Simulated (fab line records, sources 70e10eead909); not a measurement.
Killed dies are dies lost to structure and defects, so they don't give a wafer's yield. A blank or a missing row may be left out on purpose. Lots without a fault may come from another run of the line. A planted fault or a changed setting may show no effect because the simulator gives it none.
A struck lot beside a sound one | flow nand_harc | 40 steps out of a route of 1159
Sound: wafers L131.1, L131.5, L131.6. Struck: wafer L146.5. (L146.2, L146.6 of the same lot were not struck and are left out.) The cause comes at the end.
At each step with rows: each side's tool, then ch and its chambers, then its first start. Under that, the readings that differ: sound wafers | struck wafers | difference of the means | sigmas: that difference in standard deviations of wafers without a fault.
alike: readings whose means differ by less than 2 such deviations, and words and numbers that are the same on both sides. not compared: withheld readings, readings that some wafer has no value for, bounds like >300 that may hide the same value, and numbers for which the record gives no deviation and whose values overlap.
The two part at a step that has a row with sigmas, a row that says differs or no value, or rows on one side only. Numbers that don't overlap but have no deviation are shown without sigmas and don't part them. A reading that every wafer of one side lacks parts them only if that side has two wafers or more.

NHARC_P_BONDPAD_PRE_CLEAN_26: time 30 s.
  sound on pvd_sputter-02; struck on pvd_sputter-01
  reading            | sound       | struck | difference | sigmas
  heater_power_w (W) | 325 319 419 | 470    | +116       | +2
then, 3 steps without rows for these wafers: NHARC_P_BONDPAD_PVD_17 (deposits TaN, target thk 5 nm, time 8.06 s); NHARC_P_BONDPAD_PVD_27 (deposits Cu, target thk 30 nm, time 20.49 s); NHARC_P_BONDPAD_ECD_18 (material Cu, target thk 400 nm).
NHARC_P_BONDPAD_ANNEAL_28: time 90 s.
  sound on rtp_anneal-01 ch 0, day 7 13:16; struck on rtp_anneal-02 ch 0, day 11 20:45
  alike: anneal_temp_c, wafer_temp_C_max
NHARC_P_BONDPAD_CMP_19: polishes, t overpolish 30 s, cu recess touch 16 s, target thk 160.81 nm.
  sound on cmp-02 ch 0,3, day 7 13:37; struck on cmp-04 ch 2, day 11 21:03
  alike: motor_current_A, overpolish_run_s
NHARC_P_BONDPAD_THK_MEAS_20: measures by xrf.
  sound on film_metro-01, day 7 13:56; struck on film_metro-01, day 11 21:22
  reading     | sound             | struck | difference | sigmas
  thk_nm (nm) | 161.9 164.7 162.6 | 159.0  | -4.1       | -3
then, 1 step without rows for these wafers: NHARC_P_BONDPAD_SRD_21 (time 30 s, dry time 20 s).
NHARC_P_BONDPAD_INSPECT_23:
  sound on defect_inspect-02, day 7 14:10; struck on defect_inspect-01, day 11 21:34
  alike: raw_defect_count
then, 1 step without rows for these wafers: NHARC_P_BONDPAD_ACTIVATE_29 (chemistry N2, time 60 s).
NHARC_P_BONDPAD_PRECLEAN_30: cleans in DIW, time 300 s.
  sound on wet_bench-10 ch 3,6,7, day 7 14:23; struck on wet_bench-10 ch 5,6,7, day 11 21:49
then, 1 step without rows for these wafers: NHARC_P_BONDPAD_SRD_31 (time 30 s, dry time 20 s).
NHARC_A_START_INSPECT_01:
  sound on defect_inspect-02, day 7 14:38; struck on defect_inspect-01, day 11 22:02
  alike: raw_defect_count
then, 11 steps without rows for these wafers: NHARC_A_ZERO_WELL_PRECLEAN_00 (cleans in SPM, time 600 s); NHARC_A_ZERO_WELL_SRD_01; NHARC_A_ZERO_WELL_DEHYDRATE_02 (time 120 s); NHARC_A_ZERO_WELL_HMDS_03 (time 30 s); NHARC_A_ZERO_WELL_COAT_18 (time 65 s); NHARC_A_ZERO_WELL_COAT_04 (resist thk 600 nm); NHARC_A_ZERO_WELL_SOFTBAKE_05 (time 70 s); NHARC_A_ZERO_WELL_EBR_06; NHARC_A_ZERO_WELL_EXPOSE_07 (exposes mask A ZERO); NHARC_A_ZERO_WELL_PEB_08 (peb time 80 s); NHARC_A_ZERO_WELL_DEVELOP_09 (time 50 s).
NHARC_A_ZERO_WELL_CD_MEAS_10: target cd 2000 nm.
  sound on cd_sem-01 ch 0, day 7 15:29; struck on cd_sem-02 ch 0, day 11 22:46
  alike: cd_nm
then, 1 step without rows for these wafers: NHARC_A_ZERO_WELL_HARDBAKE_11 (time 65 s).
NHARC_A_ZERO_WELL_DESCUM_12: chemistry O2, time 3 s.
  sound on rie_diel-04 ch 1,2,3, day 7 15:40; struck on rie_diel-08 ch 1, day 11 22:55
  alike: chamber_pressure_mTorr, drypump_motor_current_A, oes_product_au, rf_vpp_V, showerhead_plenum_p_Torr, throttle_valve_pct
  not compared: rf_hours_counter_h
then, 6 steps without rows for these wafers: NHARC_A_ZERO_WELL_ETCH_19 (etches the open film in N2/H2, target depth 80 nm, overetch 24 nm, time 87.88 s); NHARC_A_ZERO_WELL_ETCH_13 (etches the open film in HBr/Cl2, target depth 120 nm, time 40.1 s); NHARC_A_ZERO_WELL_STRIP_14 (strips in SPM, time 900 s); NHARC_A_ZERO_WELL_IMPLANT_15; NHARC_A_ZERO_WELL_PRECLEAN_22 (cleans in SC1, time 60 s); NHARC_A_ZERO_WELL_SRD_23.
NHARC_A_ZERO_WELL_RTA_16: time 10 s.
  sound on rtp_anneal-02 ch 0, day 7 16:45; struck on rtp_anneal-02 ch 0, day 12 00:05
  alike: lamp_power_pct, lamp_zone_5_pct, lamp_zone_7_pct, wafer_temp_C_max
NHARC_A_ZERO_WELL_INSPECT_17:
  sound on defect_inspect-02, day 7 16:57; struck on defect_inspect-02, day 12 00:16
  reading          | sound  | struck | difference | sigmas
  raw_defect_count | 9 3 10 | 19     | +12        | +2
then, 3 steps without rows for these wafers: NHARC_A_SOURCE_PLATE_PRECLEAN_00 (cleans in HF-LAST, time 60 s); NHARC_A_SOURCE_PLATE_SRD_01; NHARC_A_SOURCE_PLATE_OXIDE_02 (material SiO2, target thk 10 nm, ox time 1362 s).
NHARC_A_SOURCE_PLATE_THK_MEAS_09: measures by ellipsometry.
  sound on film_metro-02, day 8 01:26; struck on film_metro-01, day 12 07:23
  reading     | sound        | struck | difference | sigmas
  thk_nm (nm) | 8.0 9.3 10.3 | 11.6   | +2.4       | +2
-- the record jumps here: 13 days lie between the struck wafers' starts before and after (it left off in module A_SOURCE_PLATE and takes up again in module END, whose first step shown is number 1159 of the route) --
NHARC_END_SORT_01:
  sound on prober-02 ch 0, day 20 08:15; struck on prober-01 ch 0, day 25 01:19
  reading                  | sound           | struck | difference | sigmas
  defect_limited_yield (%) | 96.8 97.3 98.7  | 84.6   | -13.0      | -8
  killed_at_periphery      | 6 6 1           | 90     | +86        | +37
  killed_dies              | 22 18 9         | 104    | +88        | +7
  sort_bin_2_pct (%)       | 1.2 0.9 0       | 8.7    | +8.0       | +13
  sort_bin_3_pct (%)       | 0.15 0 0.15     | 2.22   | +2.12      | +10
  sort_bin_4_pct (%)       | 1.9 1.8 1.2     | 4.4    | +2.8       | +2
  sort_n_pass              | 655 659 668     | 573    | -88        | -7
  sort_rim_yield_pct (%)   | 100.0 99.1 99.1 | 93.4   | -6.0       | -2
  sort_yield_pct (%)       | 96.8 97.3 98.7  | 84.6   | -13.0      | -8
  alike: killed_at_array, killed_at_other, killed_open, killed_short

WHERE THEY PART
First at NHARC_P_BONDPAD_PRE_CLEAN_26; last, within this record, at NHARC_END_SORT_01.

WHY: what the simulator had put in
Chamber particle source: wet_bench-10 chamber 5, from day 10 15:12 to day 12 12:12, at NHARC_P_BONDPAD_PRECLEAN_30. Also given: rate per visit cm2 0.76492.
